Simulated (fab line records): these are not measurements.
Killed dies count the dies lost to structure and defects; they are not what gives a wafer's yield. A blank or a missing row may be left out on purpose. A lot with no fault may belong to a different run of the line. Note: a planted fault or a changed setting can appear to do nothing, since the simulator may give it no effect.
Comparing a struck lot with a sound one || flow n5Finfet || 15 steps out of a route of 1938
Sound: these wafers, L191.2, L191.3, L191.5. Struck: wafer L196.3 (left out: L196.2, L196.4 of the same lot, which were not struck); the cause appears at the end.
For every step that has rows: the tool of each side, followed by ch and its chambers, followed by its first start. Under that, the readings that differ: sound wafers || struck wafers || difference of the means || sigmas: that difference in standard deviations of wafers without a fault.
alike: readings whose means differ by less than 2 such deviations, and words and numbers that are the same on both sides. not compared: withheld readings, readings that some wafer has no value for, bounds like >300 that may hide the same value, and numbers for which the record gives no deviation and whose values overlap.
Wherever a step has rows on one side only, a row that says differs or no value, or a row with sigmas, the two part there. When numbers do not overlap yet have no deviation, they are printed without sigmas and do not part them. A reading missing from all wafers of one side parts the sides only when that side holds two or more wafers.

N5_GATE_CUT_INSPECT_15: inspects for defects (brightfield).
  sound on defectInspect-02, day 5 10:58; struck on defectInspect-02, day 6 08:49
  alike: rawDefectCount
N5_GATE_CUT_DESCUM_18: chemistry O2, time 7 s.
  sound on rieDiel-05 ch 0,1,2, day 5 10:59; struck on rieDiel-06 ch 0, day 6 08:51
{"reading": "drypumpMotorCurrentA (A)", "sound": "6.1 5.6 5.6", "struck": 4.9, "difference": -0.9, "sigmas": -2}
{"reading": "throttleValvePct (%)", "sound": "19.98 20.71 20.59", "struck": 21.04, "difference": "+0.61", "sigmas": "+2"}
  alike: oesProductAu, rfFwdPowerW, rfVppV, showerheadPlenumPTorr
  not compared: rfHoursCounterH
then, 5 steps without rows for these wafers: N5_GATE_CUT_ETCH_28 (etches underlayer in N2/H2, target depth 13 nm, time 10.4 s); N5_GATE_CUT_ETCH_36 (etches SiARC in CF4, target depth 13 nm, time 21.7 s); N5_GATE_CUT_ETCH_37 (etches SOC in N2/H2, target depth 60 nm, overetch 12 nm, time 90 s); N5_GATE_CUT_STRIP_38 (strips in N2/H2); N5_GATE_CUT_STRIP_39 (strips in N2/H2).
N5_GATE_CUT_HM_OPEN_40: chemistry C4F6/O2, target SiO2, target depth 139 nm, time 85.1 s.
  sound on rieDiel-05 ch 0,1,2, day 5 11:10; struck on rieDiel-06 ch 0, day 6 09:01
{"reading": "drypumpMotorCurrentA (A)", "sound": "6.1 5.6 5.5", "struck": 4.9, "difference": -0.8, "sigmas": -2}
{"reading": "throttleValvePct (%)", "sound": "20.64 21.06 21.11", "struck": 21.51, "difference": "+0.57", "sigmas": "+3"}
  alike: C4F6_flow_sccm, etchRfOnTimeS, oesProductAu, rfFwdPowerW, rfVppV, showerheadPlenumPTorr
  not compared: rfHoursCounterH
N5_GATE_CUT_STRIP_41: strips in CF4.
  sound on rieDiel-05 ch 0,1,2, day 5 11:13; struck on rieDiel-06 ch 0, day 6 09:04
{"reading": "drypumpMotorCurrentA (A)", "sound": "6.1 5.6 5.5", "struck": 4.9, "difference": -0.8, "sigmas": -2}
{"reading": "throttleValvePct (%)", "sound": "13.43 13.76 13.74", "struck": 14.15, "difference": "+0.51", "sigmas": "+3"}
  alike: oesProductAu, rfFwdPowerW, rfVppV, showerheadPlenumPTorr
  not compared: rfHoursCounterH
N5_GATE_CUT_STRIP_42: strips in O2.
  sound on rieDiel-05 ch 0,1,2, day 5 11:14; struck on rieDiel-06 ch 0, day 6 09:05
{"reading": "drypumpMotorCurrentA (A)", "sound": "6.1 5.6 5.5", "struck": 4.9, "difference": -0.8, "sigmas": -2}
{"reading": "throttleValvePct (%)", "sound": "16.34 16.91 16.81", "struck": 17.30, "difference": "+0.61", "sigmas": "+3"}
  alike: oesProductAu, rfVppV, showerheadPlenumPTorr
  not compared: rfHoursCounterH
then, 2 steps without rows for these wafers: N5_GATE_CUT_ETCH_19 (etches SiNx in CH3F/O2, target depth 53.7 nm, time 76.7 s); N5_GATE_CUT_CUT_ETCH_53 (etches W in SF6/Cl2, target depth 79.2 nm).
N5_GATE_CUT_CUT_ETCH_54: etches TiN in Cl2/BCl3, target depth 96.7 nm.
  sound on rieMetal-02 ch 1, day 5 11:32; struck on rieMetal-02 ch 1, day 6 09:18
{"reading": "etchRfOnTimeS (s)", "sound": "37.4 37.2 37.1", "struck": 25.4, "difference": -11.8, "sigmas": -9}
{"reading": "rfFwdPowerW (W)", "sound": "976 981 976", "struck": 971, "difference": -7, "sigmas": -2}
  alike: drypumpMotorCurrentA, oesProductAu, throttleValvePct
  not compared: rfHoursCounterH
N5_GATE_CUT_CUT_ETCH_55: etches HfO2 in BCl3, target depth 3.2 nm.
  sound on rieMetal-02 ch 1, day 5 11:38; struck on rieMetal-02 ch 1, day 6 09:22
  alike: drypumpMotorCurrentA, oesProductAu, rfFwdPowerW, throttleValvePct
  not compared: rfHoursCounterH
-- the record jumps here: 8 days lie between the struck wafers' starts before and after (it left off in module GATE_CUT and takes up again in module PASSIVATION, whose first step shown is number 1936 of the route) --
N5_PASSIVATION_PROBE_49:
  sound on prober-01, day 12 22:07; struck on prober-01, day 14 13:56
{"reading": "killed_at_M0_to_M3", "sound": "74 27 40", "struck": 74, "difference": "+27", "sigmas": "+2"}
  alike: killed_at_M4_up, killedAtContacts, killedAtFrontEnd, killedAtOther, killedDies, killedOnRim, killedOpen, killedShort

WHERE THEY PART
Earliest at N5_GATE_CUT_DESCUM_18; latest, in this record, at N5_PASSIVATION_PROBE_49.

WHY: whatever the simulator had introduced
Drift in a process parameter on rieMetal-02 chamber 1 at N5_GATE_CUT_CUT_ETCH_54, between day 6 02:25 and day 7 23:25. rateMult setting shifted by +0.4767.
